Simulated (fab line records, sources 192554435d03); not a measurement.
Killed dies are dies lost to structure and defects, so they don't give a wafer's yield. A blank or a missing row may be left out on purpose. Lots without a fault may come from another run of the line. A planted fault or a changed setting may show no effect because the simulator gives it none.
Split-lot experiment | flow n5_finfet | 7 lots, 21 wafers read, on a route of 1938 steps

THE SPLIT
At N5_FIN_CUT_CUT_ETCH_15 (etches Si in HBr/Cl2/O2, target depth 100 nm, bt time 10 s, time 42.4 s), the setting time_s was moved away from the recipe's 42.4 s on 6 of the 21 wafers read, by -22.0% to +8.7%. The other wafers ran this setting at the recipe's value.

The reading is taken at the split's own step.

THE READING
SOC_of_FIN_CUT_COAT_18.thk_nm (the simulator's own value, which no gauge read), in nm, at N5_FIN_CUT_CUT_ETCH_15 (etches Si in HBr/Cl2/O2, target depth 100 nm, bt time 10 s, time 42.4 s). The file gives no usual value for it. The 15 wafers here that ran the recipe average 170.7 nm, standard deviation 1 nm.

wafer  | tool, chamber at the split | time_s as run, s | against the recipe | SOC_of_FIN_CUT_COAT_18.thk_nm, nm | against lot-mates on the recipe
L076.2 | rie_si-03, 2               | 42.4             | recipe             | 171                               | -
L076.5 | rie_si-03, 1               | 42.4             | recipe             | 172.2                             | -
L076.6 | rie_si-03, 2               | 42.4             | recipe             | 173.2                             | -
L077.1 | rie_si-02, 1               | 42.4             | recipe             | 170.8                             | -
L077.3 | rie_si-02, 3               | 37.53            | -11.5%             | 175.6                             | +4.8
L077.5 | rie_si-02, 3               | 37.53            | -11.5%             | 176.8                             | +6.0
L083.3 | rie_si-06, 1               | 42.4             | recipe             | 169.8                             | -
L083.5 | rie_si-06, 3               | 42.4             | recipe             | 169.2                             | -
L083.6 | rie_si-06, 0               | 45.19            | +6.6%              | 166.8                             | -2.7
L084.2 | rie_si-03, 1               | 42.4             | recipe             | 170.6                             | -
L084.5 | rie_si-03, 2               | 42.4             | recipe             | 171                               | -
L084.6 | rie_si-03, 0               | 33.06            | -22.0%             | 179                               | +8.2
L088.4 | rie_si-02, 0               | 42.4             | recipe             | 169.4                             | -
L088.5 | rie_si-02, 1               | 42.4             | recipe             | 170.2                             | -
L088.6 | rie_si-02, 2               | 42.4             | recipe             | 170.8                             | -
L095.2 | rie_si-03, 1               | 46.1             | +8.7%              | 168                               | -3.2
L095.5 | rie_si-03, 3               | 46.1             | +8.7%              | 168                               | -3.2
L095.6 | rie_si-03, 0               | 42.4             | recipe             | 171.2                             | -
L097.3 | rie_si-03, 2               | 42.4             | recipe             | 171                               | -
L097.4 | rie_si-03, 1               | 42.4             | recipe             | 169.4                             | -
L097.5 | rie_si-03, 0               | 42.4             | recipe             | 171.4                             | -

THE FIT
A straight line over all 21 wafers: SOC_of_FIN_CUT_COAT_18.thk_nm changes by -0.402 nm for each +1% of time_s; r = -0.94; the points scatter about the line by 1.1 nm.
The same after taking each lot's own level away (the mean of its wafers on the recipe; 21 wafers): -0.399 nm for each +1%; r = -0.97; scatter 0.66 nm.
On that fit, the largest move of time_s shifts the reading by 8.8 nm.
The lots' own levels span 169.50 to 172.13 nm, that is 2.5 times the standard deviation above.
So the lot-to-lot level changes the slope little: the two slopes agree.
Check: with one of the wafers moved furthest among these (-22.0%) left out of the fit, the line predicts +9.59 nm for it against its lot-mates. It came out at +8.2 nm against them.

OTHER SPLITS ON THESE WAFERS
These wafers also went through other splits before the reading. Each is held against what the fit with the lots' levels taken away leaves over:
other split on the same wafers            | wafers away from the commonest value | r with SOC_of_FIN_CUT_COAT_18.thk_nm (lot level and that fit taken away)
N5_PMOS_HMC_CHANNEL_EPI_PEB_07 peb_temp_c | 4                                    | -0.31
N5_FIN_SAQP_SPACER2_ALD_28 temp_c         | 5                                    | +0.10

THE WHOLE CHAIN: every reading that the file lists as answering this split, in the file's order
step                   | what it does                                                            | reading                                                                        | change (the file's fit)               | r (the file's)
N5_FIN_CUT_CUT_ETCH_15 | etches Si in HBr/Cl2/O2, target depth 100 nm, bt time 10 s, time 42.4 s | etch.depth_nm (the simulator's own value, which no gauge read)                 | +0.992 nm for each +1% of the setting | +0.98
N5_FIN_CUT_CUT_ETCH_15 | etches Si in HBr/Cl2/O2, target depth 100 nm, bt time 10 s, time 42.4 s | FIN_CUT.feature_depth_nm (the simulator's own value, which no gauge read)      | +0.989 nm for each +1% of the setting | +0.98
N5_FIN_CUT_CUT_ETCH_15 | etches Si in HBr/Cl2/O2, target depth 100 nm, bt time 10 s, time 42.4 s | SOC_of_FIN_CUT_COAT_18.thk_nm (the simulator's own value, which no gauge read) | -0.391 nm for each +1% of the setting | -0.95

THE FILE'S OWN FIT
SOC_of_FIN_CUT_COAT_18.thk_nm changes by -0.391 nm for each +1% of time_s, r = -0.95.
